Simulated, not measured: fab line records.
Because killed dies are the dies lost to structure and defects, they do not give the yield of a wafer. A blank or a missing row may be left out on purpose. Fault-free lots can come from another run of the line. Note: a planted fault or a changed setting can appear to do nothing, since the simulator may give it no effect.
fab line records	flow nandHarc
record lots=6	wafers=18	lastDay=24
route steps=1159 shown P_M1@297 P_M2@318 END@1159
lots with no fault: from the same line, run without faults
startH: hours from the record's first day to the start of the lot's first wafer shown	waitH: hours elapsed since this lot's preceding step	" identical to the entry in the row above	L1.1+2: a single row standing in for several wafers	- value missing, or start not given	* or withheld: withheld	< > ~ a bound
route shown NAME@n: NAME is a module with steps in the file, n the number in the route of the first one	usual: mean and standard deviation over wafers with no fault	same: alike in all rows	chamber/n: place in a boat	sites: per-site readings	_std_site: the values' standard deviation	_edge_site: the outer-site mean with the inner-site mean subtracted	radiusMm: how far each site lies from the wafer's centre	mask NAME#n: copy n	behind: the tool/chamber that last shaped the wafer	hold: why the lot was held/for how many hours/how that ended	device: the n, p or np transistor that did not switch	end of line: the same wafers' tests at the end of the route	step lacking rows: just its recipe	killed: not the wafer's yield, but the dies lost to structure and defects at the first sort	map: dies across one wafer; x = killed, . = not, _ = none there
set.NAME: setting as actually run; set.NAME@STEP: the setting as run at that earlier step	model.NAME: the simulator's own value behind a step, which no gauge read
a table for each step, a row for each wafer; lots at some steps of the route
services: from which hour (startH, from the record's first day; less than 0 if before it) a tool's chamber was out of use, for how many hours, and why
## steps
# step NHARC_P_M1_INSPECT_11
# usual rawDefectCount=3.5/1.9
lot.wafer	tool	chamber	startH	waitH	rawDefectCount
L751.1	defectInspect-02	-	152.72	0.0	8
L751.3	"	-	"	"	4
L751.5	"	-	"	"	3
L752.2	defectInspect-02	-	153.79	0.0	10
L752.3	"	-	"	"	3
L752.4	"	-	"	"	3
L762.2	defectInspect-01	-	215.01	0.0	1
L762.3	"	-	"	"	4
L762.5	"	-	"	"	4
L763.2	defectInspect-02	-	225.03	0.1	1
L763.4	"	-	"	"	3
L763.5	"	-	"	"	1
L767.1	defectInspect-02	-	245.32	0.0	4
L767.4	"	-	"	"	1
L767.6	"	-	"	"	1
L769.2	defectInspect-01	-	250.22	0.0	2
L769.3	"	-	"	"	3
L769.5	"	-	"	"	5
# step NHARC_P_M1_DESCUM_14
# recipe timeS=3	o2FlowSccm=200	arFlowSccm=0	biasPowerW=0	chemistry=O2
# step NHARC_P_M1_ETCH_35
# recipe targetDepthA=400	overetchA=120	timeS=43.94	ionEnergyEv=200	n2FlowSccm=150	h2FlowSccm=150	arFlowSccm=0	rfW=400	biasW=150	chemistry=N2/H2
# step NHARC_P_M1_ETCH_15
# recipe targetDepthA=1825	timeS=91.2	c4f8FlowSccm=withheld	arFlowSccm=400	rfW=600	biasW=300	chemistry=C4F8/Ar
# step NHARC_P_M1_CD_MEAS_16
# usual cdNm=130.0/0.69
lot.wafer	tool	chamber	startH	waitH	cdNm
L751.1	cdSem-02	-	153.10	-	131.1
L751.3	"	-	"	"	129.4
L751.5	"	-	"	"	130.2
L752.2	cdSem-02	-	154.16	-	129.3
L752.3	"	-	"	"	128.7
L752.4	"	-	"	"	130.0
L762.2	cdSem-02	-	215.42	-	128.4
L762.3	"	-	"	"	128.5
L762.5	"	-	"	"	128.8
L763.2	cdSem-03	-	225.41	-	129.2
L763.4	"	-	"	"	130.3
L763.5	"	-	"	"	128.8
L767.1	cdSem-01	-	245.69	-	129.1
L767.4	"	-	"	"	129.6
L767.6	"	-	"	"	129.8
L769.2	cdSem-03	-	250.58	-	130.0
L769.3	"	-	"	"	130.2
L769.5	"	-	"	"	130.3
# step NHARC_P_M1_STRIP_18
# recipe powerW=1000	n2FlowSccm=150	h2FlowSccm=150	arFlowSccm=0	biasW=0	chemistry=N2/H2
# step NHARC_P_M1_ETCH_28
# recipe targetDepthA=300	overEtchFrac=0.3	timeS=72.99	ionEnergyEv=150	cf4FlowSccm=50	n2FlowSccm=100	arFlowSccm=150	rfW=300	biasW=100	chemistry=CF4/N2
# step NHARC_P_M1_STRIP_19
# recipe timeS=600	tempC=30	chemistry=postEtchResidueRemover
# step NHARC_P_M1_DEGAS_29
# recipe tempC=250	timeS=60
# usual heaterPowerW=334/37
lot.wafer	tool	chamber	startH	waitH	heaterPowerW
L751.1	pvdSputter-03	-	153.84	-	295
L751.3	"	-	"	"	302
L751.5	"	-	"	"	410
L752.3	pvdSputter-02	-	154.89	-	362
L752.2	"	-	"	"	341
L752.4	"	-	"	"	357
L762.3	pvdSputter-03	-	216.20	-	303
L762.2	"	-	"	"	310
L762.5	"	-	"	"	294
L763.2	pvdSputter-03	-	226.13	-	405
L763.4	"	-	"	"	289
L763.5	"	-	"	"	402
L767.4	pvdSputter-02	-	246.44	-	356
L767.1	"	-	"	"	274
L767.6	"	-	"	"	365
L769.3	pvdSputter-01	-	251.30	-	365
L769.2	"	-	"	"	369
L769.5	"	-	"	"	361
# step NHARC_P_M1_PRE_CLEAN_30
# recipe timeS=30	tempC=280	gas=H2/He
# usual heaterPowerW=415/47
lot.wafer	tool	chamber	startH	waitH	heaterPowerW
L751.3	pvdSputter-03	-	-	-	357
L751.1	"	-	"	"	507
L751.5	"	-	"	"	383
L752.4	pvdSputter-02	-	-	-	355
L752.2	"	-	"	"	446
L752.3	"	-	"	"	416
L762.3	pvdSputter-03	-	-	-	498
L762.2	"	-	"	"	362
L762.5	"	-	"	"	504
L763.2	pvdSputter-03	-	-	-	494
L763.4	"	-	"	"	351
L763.5	"	-	"	"	371
L767.4	pvdSputter-02	-	-	-	422
L767.1	"	-	"	"	335
L767.6	"	-	"	"	438
L769.3	pvdSputter-01	-	-	-	391
L769.2	"	-	"	"	400
L769.5	"	-	"	"	443
# step NHARC_P_M1_PVD_20
# recipe targetThkA=50	biasV=168.6	powerW=15000	chamberPressurePa=0.12	timeS=8.06	substrateTempC=50	material=TaN
# step NHARC_P_M1_PVD_21
# recipe targetThkA=300	chamberPressurePa=5	powerW=5000	substrateTempC=30	timeS=20.49	material=Cu
# step NHARC_P_M1_ECD_22
# recipe targetThkA=4000	bathTempC=25	material=Cu
lot.wafer	tool	chamber	startH	waitH
L751.1+3+5	ecdCu-02	1,0,0	154.18	-
L752.2+3+4	ecdCu-01	0,1,0	155.41	-
L762.2+3+5	ecdCu-01	0	216.76	-
L763.2+4+5	ecdCu-01	0	226.56	-
L767.1+4+6	ecdCu-02	0,1,1	246.86	-
L769.2+3+5	ecdCu-02	1,0,0	251.67	-
# step NHARC_P_M1_ANNEAL_31
# recipe tempC=225	timeS=90
# step NHARC_P_M1_CMP_23
# recipe tOverpolishS=20	targetThkNm=157.82
# usual motorCurrentA=12.0/1.1	timeToEndpointS=28.3/1.9
lot.wafer	tool	chamber	startH	waitH	motorCurrentA	timeToEndpointS
L751.1	cmp-01	3	154.92	-	10.6	27.2
L751.3	"	2	"	"	10.7	30.1
L751.5	"	0	"	"	12.3	27.3
L752.2	cmp-02	2	156.09	-	11.6	26.5
L752.3	"	0	"	"	13.0	24.1
L752.4	"	1	"	"	12.3	29.8
L762.3	cmp-02	2	217.50	-	11.6	29.4
L762.2	"	3	"	"	13.0	25.1
L762.5	"	0	"	"	12.4	26.7
L763.4	cmp-01	1	227.45	-	11.0	25.9
L763.2	"	2	"	"	9.8	28.9
L763.5	"	0	"	"	11.8	29.8
L767.4	cmp-02	0	247.60	-	12.0	25.5
L767.1	"	2	"	"	11.5	27.4
L767.6	"	3	"	"	13.2	23.8
L769.3	cmp-03	0	252.38	-	13.2	27.6
L769.2	"	1	"	"	13.3	29.3
L769.5	"	1	"	"	13.6	28.9
# step NHARC_P_M1_THK_MEAS_24
# recipe thkMeasGauge=xrf
# usual thkNm=157.5/1.5
lot.wafer	tool	chamber	startH	waitH	thkNm
L751.1	filmMetro-01	-	155.23	-	157.3
L751.3	"	-	"	"	158.0
L751.5	"	-	"	"	160.7
L752.2	filmMetro-01	-	156.40	-	156.7
L752.3	"	-	"	"	155.9
L752.4	"	-	"	"	156.7
L762.2	filmMetro-02	-	217.76	-	156.4
L762.3	"	-	"	"	156.6
L762.5	"	-	"	"	155.5
L763.2	filmMetro-02	-	227.74	-	159.4
L763.4	"	-	"	"	159.1
L763.5	"	-	"	"	159.4
L767.1	filmMetro-01	-	247.89	-	158.3
L767.4	"	-	"	"	156.4
L767.6	"	-	"	"	158.5
L769.2	filmMetro-02	-	252.70	-	155.9
L769.3	"	-	"	"	155.6
L769.5	"	-	"	"	158.0
# step NHARC_P_M1_SRD_25
# step NHARC_P_M1_PRE_CLEAN_32
# recipe timeS=12	tempC=370	rfPowerW=300	gas=NH3
# step NHARC_P_M1_DEP_33
# recipe targetThkA=300	tempC=370	targetThkNm=30	pressureTorr=3	flowSccm=200	rfW=450	material=SiCN
# step NHARC_P_M2_DEP_00
# recipe targetThkA=1825	targetThkNm=182.5	tempC=withheld	pressureTorr=5	flowSccm=200	rfW=600	material=SiOC
# step NHARC_P_M2_DEHYDRATE_01
# recipe tempC=150	timeS=120
# step NHARC_P_M2_HMDS_02
# recipe timeS=30
# step NHARC_P_M2_COAT_34
# recipe tempC=200	timeS=65
# step NHARC_P_M2_COAT_03
# recipe spinRpm=1500	resistThkNm=90
# step NHARC_P_M2_SOFTBAKE_04
# recipe tempC=105	timeS=55
# step NHARC_P_M2_EBR_05
# step NHARC_P_M2_EXPOSE_06
# recipe na=1.35	targetCdNm=170	doseMj=80.78	maskId=P_M2
# step NHARC_P_M2_PEB_07
# recipe pebTempC=100	pebTimeS=65
# step NHARC_P_M2_DEVELOP_08
# recipe developTimeS=35	devTempC=23
# step NHARC_P_M2_CD_MEAS_09
# recipe targetCdNm=170	landingEnergyEv=500
# usual cdNm=170.0/0.49
lot.wafer	tool	chamber	startH	waitH	cdNm
L751.1	cdSem-03	0	156.65	-	170.5
L751.3	"	0	"	"	170.8
L751.5	"	0	"	"	170.7
L752.2	cdSem-03	0	158.00	-	170.5
L752.3	"	0	"	"	170.0
L752.4	"	0	"	"	170.0
L762.2	cdSem-01	0	219.42	-	170.3
L762.3	"	0	"	"	170.3
L762.5	"	0	"	"	170.6
L763.2	cdSem-01	0	229.32	-	170.5
L763.4	"	0	"	"	169.8
L763.5	"	0	"	"	169.9
L767.1	cdSem-01	0	249.42	-	169.4
L767.4	"	0	"	"	169.9
L767.6	"	0	"	"	169.5
L769.2	cdSem-01	0	254.38	-	169.1
L769.3	"	0	"	"	168.8
L769.5	"	0	"	"	168.9
# step NHARC_P_M2_OVL_MEAS_10
# recipe pitchNm=340
# usual overlayXNm=0.1/0.97	overlayYNm=0.2/0.94
lot.wafer	tool	chamber	startH	waitH	overlayXNm	overlayYNm
L751.1	overlay-02	-	156.74	-	0.6	0.2
L751.3	"	-	"	"	0.7	0.7
L751.5	"	-	"	"	0.5	1.0
L752.2	overlay-02	-	158.09	-	-0.5	-0.6
L752.3	"	-	"	"	-0.6	0.1
L752.4	"	-	"	"	-0.2	0.1
L762.2	overlay-01	-	219.50	-	-0.5	-0.3
L762.3	"	-	"	"	-0.5	0.4
L762.5	"	-	"	"	-0.1	-0.3
L763.2	overlay-02	-	229.41	-	0.9	0.4
L763.4	"	-	"	"	0.5	0.1
L763.5	"	-	"	"	0.9	0.3
L767.1	overlay-01	-	249.51	-	-0.4	-0.5
L767.4	"	-	"	"	-0.4	-0.8
L767.6	"	-	"	"	-0.4	-0.4
L769.2	overlay-02	-	254.47	-	0.5	0.5
L769.3	"	-	"	"	0.3	-0.6
L769.5	"	-	"	"	0.5	-0.2
# step NHARC_P_M2_DESCUM_14
# recipe timeS=3	o2FlowSccm=200	arFlowSccm=0	biasPowerW=0	chemistry=O2
# step NHARC_P_M2_ETCH_35
# recipe targetDepthA=400	overetchA=120	timeS=43.94	ionEnergyEv=200	n2FlowSccm=150	h2FlowSccm=150	arFlowSccm=0	rfW=400	biasW=150	chemistry=N2/H2
# step NHARC_P_M2_ETCH_15
# recipe targetDepthA=1825	timeS=91.2	c4f8FlowSccm=withheld	arFlowSccm=400	rfW=600	biasW=300	chemistry=C4F8/Ar
# usual oesProductAu=0.950/0.025	rfVppV=442.0/2
lot.wafer	tool	chamber	startH	waitH	oesProductAu	rfHoursCounterH	rfVppV
L751.1	rieDiel-12	3	-	-	0.920	5	440.4
L751.3	"	1	"	"	0.923	5	439.7
L751.5	"	3	"	"	0.917	-	440.0
L752.4	rieDiel-12	0	-	-	0.949	5	445.2
L752.2	"	2	"	"	0.982	5	440.4
L752.3	"	3	"	"	0.964	5	439.8
L762.2	rieDiel-12	0	-	-	0.966	0	445.3
L762.3	"	2	"	"	0.975	0	440.4
L762.5	"	1	"	"	0.955	-	441.8
L763.2	rieDiel-12	1	-	-	0.964	1	441.5
L763.4	"	0	"	"	0.966	1	443.7
L763.5	"	1	"	"	0.964	-	441.0
L767.4	rieDiel-12	2	-	-	0.965	2	441.7
L767.1	"	0	"	"	0.987	2	444.0
L767.6	"	2	"	"	0.962	-	440.2
L769.3	rieDiel-12	0	-	-	0.961	2	444.9
L769.2	"	1	"	"	0.960	2	441.1
L769.5	"	0	"	"	0.972	-	446.2
# step NHARC_P_M2_CD_MEAS_16
# usual cdNm=170.1/0.65
lot.wafer	tool	chamber	startH	waitH	cdNm
L751.1	cdSem-03	-	157.20	-	170.8
L751.3	"	-	"	"	171.0
L751.5	"	-	"	"	170.7
L752.2	cdSem-02	-	158.50	-	170.8
L752.3	"	-	"	"	169.7
L752.4	"	-	"	"	170.2
L762.2	cdSem-01	-	219.90	-	170.6
L762.3	"	-	"	"	170.2
L762.5	"	-	"	"	169.8
L763.2	cdSem-01	-	229.81	-	170.5
L763.4	"	-	"	"	169.9
L763.5	"	-	"	"	169.7
L767.1	cdSem-01	-	249.91	-	169.8
L767.4	"	-	"	"	170.4
L767.6	"	-	"	"	170.2
L769.2	cdSem-01	-	254.88	-	169.2
L769.3	"	-	"	"	167.9
L769.5	"	-	"	"	169.3
# step NHARC_P_M2_STRIP_18
# recipe powerW=1000	n2FlowSccm=150	h2FlowSccm=150	arFlowSccm=0	biasW=0	chemistry=N2/H2
# step NHARC_P_M2_ETCH_28
# recipe targetDepthA=300	overEtchFrac=0.3	timeS=72.99	ionEnergyEv=150	cf4FlowSccm=50	n2FlowSccm=100	arFlowSccm=150	rfW=300	biasW=100	chemistry=CF4/N2
# usual drypumpMotorCurrentA=6.0/0.38	oesProductAu=1.000/0.0093	rfVppV=314.7/1.6	showerheadPlenumPTorr=2.66/0.079	throttleValvePct=19.795/0.0095
lot.wafer	tool	chamber	startH	waitH	drypumpMotorCurrentA	oesProductAu	rfHoursCounterH	rfVppV	showerheadPlenumPTorr	throttleValvePct
L751.3	rieDiel-09	3	-	-	6.3	1.008	16	313.2	2.59	19.776
L751.1	"	2	"	"	6.1	1.002	17	316.5	2.73	19.787
L751.5	"	0	"	"	5.4	1.008	-	313.7	2.72	19.780
L752.2	rieDiel-09	3	-	-	6.3	1.013	16	314.8	2.59	19.800
L752.4	"	0	"	"	5.4	1.004	17	318.0	2.72	19.794
L752.3	"	1	"	"	6.1	0.997	17	312.8	2.55	19.805
L762.3	rieDiel-08	2	-	-	6.3	0.986	36	312.6	2.48	19.802
L762.2	"	3	"	"	6.3	0.995	25	315.2	2.71	19.790
L762.5	"	3	"	"	6.3	0.992	-	316.1	2.71	19.790
L763.4	rieDiel-12	3	-	-	5.5	1.013	1	314.3	2.63	19.803
L763.2	"	1	"	"	5.6	0.992	1	314.2	2.64	19.786
L763.5	"	3	"	"	5.5	1.000	-	313.8	2.63	19.787
L767.4	rieDiel-12	1	-	-	5.6	0.990	2	314.3	2.63	19.796
L767.1	"	2	"	"	6.4	1.002	2	315.3	2.63	19.800
L767.6	"	1	"	"	5.6	0.996	-	315.6	2.64	19.808
L769.2	rieDiel-12	0	-	-	6.3	1.005	2	318.0	2.78	19.794
L769.3	"	1	"	"	5.6	1.001	2	314.3	2.63	19.793
L769.5	"	3	"	"	5.5	1.012	-	313.7	2.63	19.805
# step NHARC_P_M2_STRIP_19
# recipe timeS=600	tempC=30	chemistry=postEtchResidueRemover
# step NHARC_P_M2_DEGAS_29
# recipe tempC=250	timeS=60
# step NHARC_END_SORT_01
# recipe tempC=25
# usual defectLimitedYield=95.7/1.5	killedAtArray=26/9.9	killedAtOther=0.8/1	killedAtPeriphery=2.8/2.2	killedDies=29/9.9	killedOpen=3.2/1.8	killedShort=2.1/1.4	sort_bin_2_pct=1.3/0.54	sort_bin_3_pct=0.23/0.2	sort_bin_4_pct=2.8/1	sortNPass=648/9.9	sortRimYieldPct=95/3.5	sortYieldPct=95.7/1.5
# same grossDies=677	sort_bin_5_pct[%]=0	sort_bin_6_pct[%]=0	sort_bin_7_pct[%]=0	sort_bin_8_pct[%]=0	sortRimNGross=106.00
lot.wafer	tool	chamber	startH	waitH	defectLimitedYield[%]	killedAtArray	killedAtOther	killedAtPeriphery	killedDies	killedOpen	killedShort	sort_bin_2_pct[%]	sort_bin_3_pct[%]	sort_bin_4_pct[%]	sortNPass	sortRimYieldPct[%]	sortYieldPct[%]
L752.2	prober-01	0	481.79	2.8	96.0	24	0	3	27	7	3	1.0	0.15	2.8	650	92	96.0
L752.3	prober-01	0	482.59	3.1	96.6	19	1	3	23	7	2	0.6	0.15	2.7	654	95	96.6
L752.4	prober-01	0	483.39	3.4	94.7	34	0	2	36	5	6	1.6	0.30	3.4	641	92	94.7
L751.1	prober-02	0	488.70	2.5	97.5	12	1	4	17	3	3	0.7	0	1.8	660	98	97.5
L751.5	prober-02	0	491.90	3.7	97.5	13	1	3	17	4	3	0.7	0	1.8	660	92	97.5
L762.2	prober-01	0	528.51	2.8	44.2	16	0	362	378	1	2	21.4	4.73	29.7	299	34	44.2
L762.3	prober-01	0	529.31	3.1	45.1	20	0	352	372	4	1	19.1	5.02	30.9	305	47	45.1
L762.5	prober-01	0	530.90	3.7	43.9	31	0	349	380	4	1	21.3	3.84	31.0	297	37	43.9
L763.2	prober-01	0	541.50	2.8	43.9	28	0	352	380	1	0	19.9	3.10	33.1	297	42	43.9
L763.4	prober-01	0	543.08	3.4	44.6	40	1	334	375	6	0	20.7	3.69	31.0	302	39	44.6
L763.5	prober-01	0	543.87	3.7	44.6	22	2	351	375	0	1	17.4	4.28	33.7	302	43	44.6
# killed by level:class
L752.2 A_CHANNEL_HOLE_D1:chamberFilmFlake=10 A_CONTACT:chamberFilmFlake=4 P_CONTACT:geometricParticle:open=2 A_ONON_D1:geometricParticle:short=2 A_BLC:geometricParticle:open=2 A_ONON_D1:geometricParticle:open=1 A_CHANNEL_FILL_D1:geometricParticle:short=1 A_SGD_CUT:geometricParticle:open=1
L752.3 A_CHANNEL_HOLE_D1:chamberFilmFlake=11 P_CONTACT:geometricParticle:open=1 P_M0:geometricParticle:open=1 P_M1:geometricParticle:open=1 A_SOURCE_PLATE:geometricParticle:open=1 A_ONON_D1:geometricParticle:open=1 A_STAIRCASE:geometricParticle:short=1 A_CONTACT:geometricParticle:open=1
L752.4 A_CHANNEL_HOLE_D1:chamberFilmFlake=17 A_CHANNEL_FILL_D1:geometricParticle:open=4 A_CHANNEL_FILL_D1:geometricParticle:short=3 A_CHANNEL_FILL_D1:chamberFilmFlake=3 A_CONTACT:chamberFilmFlake=2 P_CONTACT:geometricParticle:open=1 A_SGD_CUT:geometricParticle:short=1 A_WL_FILL:geometricParticle:short=1
L751.1 P_ZERO_WELL:chamberFilmFlake=4 A_CONTACT:geometricParticle:short=2 A_BLC:geometricParticle:open=2 A_CHANNEL_HOLE_D1:chamberFilmFlake=2 A_STAIRCASE:chamberFilmFlake=2 A_WL_FILL:geometricParticle:short=1 A_CONTACT:geometricParticle:open=1 A_ZERO_WELL:chamberFilmFlake=1
L751.5 A_CHANNEL_HOLE_D1:chamberFilmFlake=3 A_ZERO_WELL:chamberFilmFlake=2 A_WL_FILL:chamberFilmFlake=2 P_STI:geometricParticle:short=1 P_GATE:geometricParticle:open=1 A_ONON_D1:geometricParticle:short=1 A_CHANNEL_HOLE_D1:geometricParticle:short=1 A_CHANNEL_FILL_D1:geometricParticle:open=1
L762.2 P_M1:unspecified=360 A_CHANNEL_HOLE_D1:chamberFilmFlake=9 A_STAIRCASE:chamberFilmFlake=3 P_CONTACT:geometricParticle:open=1 A_SOURCE_PLATE:geometricParticle:short=1 A_CHANNEL_HOLE_D1:geometricParticle:short=1 P_M2:chamberFilmFlake=1 A_CONTACT:chamberFilmFlake=1
L762.3 P_M1:unspecified=350 A_CHANNEL_HOLE_D1:chamberFilmFlake=10 A_STAIRCASE:chamberFilmFlake=5 A_CONTACT:geometricParticle:open=2 P_CONTACT:geometricParticle:open=1 A_STAIRCASE:geometricParticle:short=1 A_M0:geometricParticle:open=1 P_M2:chamberFilmFlake=1
L762.5 P_M1:unspecified=346 A_CHANNEL_HOLE_D1:chamberFilmFlake=14 A_STAIRCASE:chamberFilmFlake=8 A_WL_FILL:geometricParticle:open=2 P_STI:chamberFilmFlake=2 A_CONTACT:chamberFilmFlake=2 P_M1:geometricParticle:open=1 A_STAIRCASE:geometricParticle:short=1
L763.2 P_M1:unspecified=352 A_SLIT:chamberFilmFlake=10 A_CHANNEL_HOLE_D1:chamberFilmFlake=8 A_STAIRCASE:chamberFilmFlake=7 A_CONTACT:geometricParticle:open=1 A_WL_FILL:chamberFilmFlake=1 A_CONTACT:chamberFilmFlake=1
L763.4 P_M1:unspecified=330 A_CHANNEL_HOLE_D1:chamberFilmFlake=16 A_SLIT:chamberFilmFlake=12 A_STAIRCASE:chamberFilmFlake=6 P_CONTACT:geometricParticle:open=3 A_CONTACT:chamberFilmFlake=3 A_CONTACT:geometricParticle:open=1 A_BLC:geometricParticle:open=1
L763.5 P_M1:unspecified=351 A_CHANNEL_HOLE_D1:chamberFilmFlake=10 A_SLIT:chamberFilmFlake=10 THIN_TSV:chamberFilmFlake=2 A_SOURCE_PLATE:geometricParticle:short=1 A_CONTACT:chamberFilmFlake=1
# map L762.5 (x killed, . not)
____________x____________
_________x..x.x._________
_______xx.x.x.xxxx_______
______x.....x....xx______
_____xxxxx.xx.xxx..x_____
____xxx..xxx..x..x.xx____
____xx.x..x.x.x.x.xxx____
___xxxx.xxxxx..xxx..xx___
___.xxxxxx.x.x.xxxx...___
__.x.xxxx..xx.xx....x.x__
__xxxx....xx.x....xxx.x__
_x..x.x.xxx...x...xxx.x._
_x..xxx....xx..x.xx.xxxx_
_..xx..xxx..x.x.xxxxx..x_
_x.....x..xxxx.xx.x.xx.x_
_x..xx.xxx.xx...xx.xxxxx_
xx..x.xx.x.x..xx.x..xxx.x
..xx.x.x....xxx...x.xxxx.
.xx.xxxx....xxxx.xx.x.x.x
xx...xx..xx...xx.xxx.....
x.xx.xx.xx..xxxx.x..xxxxx
_.x..xxxxx.xxxx.x.x.x.xx_
_.x.x....xxxxx.xxx.x.x.._
_xxx...xx...x...x.x.x..x_
_....xx.xxx.xx.....x.xxx_
_x..x.xxx..xx.xxxx.xxx.._
__..x.x...x.xxx.x.xxxxx__
__x.x...x.x.x.x..xx.xxx__
___.xxx.x...xxx.x.....___
___.xxx.xxxx...xxx.xxx___
____xxx..xxxx.xxx...x____
____x.xx..x..x.xx..xx____
_____x.xx.xx...x...x_____
______.x.xx.xxx...x______
_______x..xxx.x.xx_______
_________.xx..xx_________
____________x____________
# map L763.2 (x killed, . not)
____________.____________
_________xxxx.x._________
_______.x..xxx.x.x_______
______.x.xx.x..x.x.______
_____xxxxxx..xxxx..x_____
____...x.xx...xx.xx..____
____...x....xx.xx.xxx____
___x.xxx..x.xx..x.xx.x___
___xx.xx.x..x.xxxx...x___
__...xxx.xxx..x.x..xxxx__
__xx.xx.xxx.xxxx.x.x.x.__
_xxxxxxxxxx.x..xxxxx.x.x_
_.xxx.xx.xx.x..x....xx.x_
_xxxx..x.xx.xxxxx...x.x._
_.x.xxx.x.xxxxx...x...x._
_..x...xx..xxxxx.......x_
x.xx..x..x..x..xx.x.x..x.
xxx.....xxxxxxxxx.x.x.xx.
x...xxxxxx...x...xxxxxxxx
.....xx.....x..xxxxxxx..x
xx.x.......x.xxx..xxx..x.
_x....x..xxxx...xx..x..x_
_xx..x.xxxx....xx...xxx._
_xxxxx.xx.xx.x...x.xxx.._
_x.x.x...x.x.xx....xxxx._
_x.x..xx.x.x.x....x...x._
__.xx.....xx...x.xxxxxx__
__xx.xxx.xxxx...xx.x.xx__
___.x.x...xxxx.x....xx___
___.xxxx..xxxx.xxxx.xx___
____xxx.x.x..xxxx.xx.____
____.xxxxx.xxxxxx...x____
_____xxxxxx..xx....x_____
______.xxx..xxxx..x______
_______xxxxxxxxxx._______
_________.xxx..x_________
____________x____________
## services
tool	chamber	startH	hours	kind
cmp-02	-	130.21	0.6	repair
rieDiel-12	0	132.40	-	clean
rieDiel-08	1	136.12	32.4	repair
cmp-02	-	143.40	5.5	repair
rieDiel-12	-	149.33	0.8	repair
rieDiel-08	3	151.84	16.2	repair
cmp-03	-	156.00	4.0	pm
pvdSputter-02	-	156.62	3.6	repair
cmp-01	-	158.27	0.5	repair
pvdSputter-01	-	162.10	10.0	pm
rieDiel-12	3	178.82	2.8	repair
cmp-01	-	179.62	4.0	pm
ecdCu-02	-	180.76	8.0	pm
pvdSputter-01	-	180.76	0.5	repair
rieDiel-12	-	202.40	9.0	pm
cmp-03	-	208.79	2.6	repair
pvdSputter-02	-	214.00	10.0	pm
cmp-02	-	226.59	4.0	pm
rieDiel-09	3	242.61	15.4	repair
rieDiel-09	2	248.46	5.3	repair
rieDiel-12	3	250.63	1.8	repair
cmp-02	-	251.05	7.4	repair
cmp-03	-	254.00	4.0	pm
rieDiel-09	-	254.13	9.0	pm
## key
firstSign step=NHARC_END_SORT_01	reading=killedAtPeriphery	direction=up	sigmas=99+	usual=2.8	struck=350
effect step=NHARC_END_SORT_01	reading=defectLimitedYield	direction=down	sigmas=35	usual=95.7	struck=44.4
moreKillsBornAt NHARC_P_M1_ECD_22@ecdCu-01=2089
metAt NHARC_P_M1_ECD_22
struckWafers L762.2,L762.3,L762.5,L763.2,L763.4,L763.5
onsetBetween 155.41 216.76
alsoFits NHARC_P_M1_DEGAS_29:pvdSputter-03,NHARC_P_M1_PRE_CLEAN_30:pvdSputter-03
fault kind=chamberParticleSource	tool=ecdCu-01	chamber=-	onsetH=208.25	steps=NHARC_P_M1_ECD_22	ratePerVisitCm2=0.78418	endH=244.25
